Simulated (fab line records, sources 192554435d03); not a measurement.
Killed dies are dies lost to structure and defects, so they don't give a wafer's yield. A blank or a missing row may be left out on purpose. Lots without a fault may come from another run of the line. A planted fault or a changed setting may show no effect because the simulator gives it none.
Split-lot experiment | flow n5_finfet | 7 lots, 39 wafers read, on a route of 1938 steps

THE SPLIT
At N5_HKMG_FIN_ETCH_32 (etches SOC in N2/H2, target depth 240 nm, time 300 s), the setting bias_w was moved away from the recipe's 150 W on 12 of the 39 wafers read, by -11.4% to +13.9%. The other wafers ran this setting at the recipe's value.

The reading is taken at the split's own step.

THE READING
rf_vpp_V, in V, at N5_HKMG_FIN_ETCH_32 (etches SOC in N2/H2, target depth 240 nm, time 300 s). Fault-free wafers of this fab line usually give 524.4 V, standard deviation 2.7 V.

wafer  | tool, chamber at the split | bias_w as run, W | against the recipe | rf_vpp_V, V | against lot-mates on the recipe
L081.1 | rie_diel-01, 1             | 150              | recipe             | 525.4       | -
L081.2 | rie_diel-01, 3             | 150              | recipe             | 519.3       | -
L081.3 | rie_diel-01, 2             | 132.9            | -11.4%             | 487.5       | -34.1
L081.4 | rie_diel-01, 0             | 132.9            | -11.4%             | 488.8       | -32.8
L081.5 | rie_diel-01, 0             | 132.9            | -11.4%             | 489.1       | -32.5
L081.6 | rie_diel-01, 3             | 150              | recipe             | 520.2       | -
L082.1 | rie_diel-01, 2             | 150              | recipe             | 524.1       | -
L082.2 | rie_diel-01, 1             | 150              | recipe             | 525.5       | -
L082.3 | rie_diel-01, 3             | 150              | recipe             | 520.7       | -
L082.4 | rie_diel-01, 0             | 150              | recipe             | 527.2       | -
L082.5 | rie_diel-01, 0             | 150              | recipe             | 526.7       | -
L082.6 | rie_diel-01, 3             | 150              | recipe             | 518.7       | -
L083.1 | rie_diel-03, 0             | 150              | recipe             | 526.3       | -
L083.2 | rie_diel-03, 1             | 170.8            | +13.9%             | 567.7       | +43.5
L083.3 | rie_diel-03, 2             | 150              | recipe             | 522.4       | -
L083.4 | rie_diel-03, 2             | 170.8            | +13.9%             | 566.7       | +42.5
L083.5 | rie_diel-03, 1             | 150              | recipe             | 523.8       | -
L083.6 | rie_diel-03, 0             | 170.8            | +13.9%             | 571.3       | +47.1
L084.1 | rie_diel-01, 0             | 141.9            | -5.4%              | 507.6       | -14.3
L084.2 | rie_diel-01, 1             | 150              | recipe             | 525.3       | -
L084.3 | rie_diel-01, 3             | 150              | recipe             | 520.2       | -
L084.4 | rie_diel-01, 2             | 141.9            | -5.4%              | 508.4       | -13.5
L084.5 | rie_diel-01, 2             | 141.9            | -5.4%              | 508.4       | -13.5
L084.6 | rie_diel-01, 3             | 150              | recipe             | 520.1       | -
L085.1 | rie_diel-01, 2             | 150              | recipe             | 525.1       | -
L085.2 | rie_diel-01, 0             | 150              | recipe             | 525.8       | -
L085.3 | rie_diel-01, 1             | 150              | recipe             | 524.9       | -
L085.4 | rie_diel-01, 2             | 136.1            | -9.3%              | 494.7       | -30.6
L085.5 | rie_diel-01, 0             | 136.1            | -9.3%              | 497.4       | -27.9
L085.6 | rie_diel-01, 1             | 136.1            | -9.3%              | 494.4       | -30.9
L086.1 | rie_diel-03, 2             | 150              | recipe             | 522.5       | -
L086.2 | rie_diel-03, 1             | 150              | recipe             | 522.6       | -
L086.3 | rie_diel-03, 0             | 150              | recipe             | 526.3       | -
L086.4 | rie_diel-03, 2             | 150              | recipe             | 524.1       | -
L086.5 | rie_diel-03, 1             | 150              | recipe             | 521.0       | -
L086.6 | rie_diel-03, 0             | 150              | recipe             | 526.0       | -
L087.1 | rie_diel-03, 1             | 150              | recipe             | 522.7       | -
L087.2 | rie_diel-03, 2             | 150              | recipe             | 522.6       | -
L087.5 | rie_diel-03, 0             | 150              | recipe             | 526.7       | -

THE FIT
A straight line over all 39 wafers: rf_vpp_V changes by +3.14 V for each +1% of bias_w; r = +0.99; the points scatter about the line by 2.3 V.
The same after taking each lot's own level away (the mean of its wafers on the recipe; 39 wafers): +3.08 V for each +1%; r = +0.99; scatter 2.3 V.
On that fit, the largest move of bias_w shifts the reading by 43 V.
The lots' own levels span 521.63 to 525.27 V, that is 1.3 times the standard deviation above.
So the lot-to-lot level changes the slope little: the two slopes agree.
Check: with one of the wafers moved furthest among these (+13.9%) left out of the fit, the line predicts +43.1 V for it against its lot-mates. It came out at +43.5 V against them.
Tool readings at the split's step, against how far the setting was moved: rf_vpp_V r = +0.99.

OTHER SPLITS ON THESE WAFERS
These wafers also went through other splits before the reading. Each is held against what the fit with the lots' levels taken away leaves over:
other split on the same wafers | wafers away from the commonest value | r with rf_vpp_V (lot level and that fit taken away)
N5_WELL_APT_EXPOSE_05 dose_mj  | 12                                   | +0.13
N5_DUMMY_GATE_ETCH_32 time_s   | 18                                   | +0.34

THE FILE'S OWN FIT
rf_vpp_V changes by +3.07 V for each +1% of bias_w, r = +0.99.
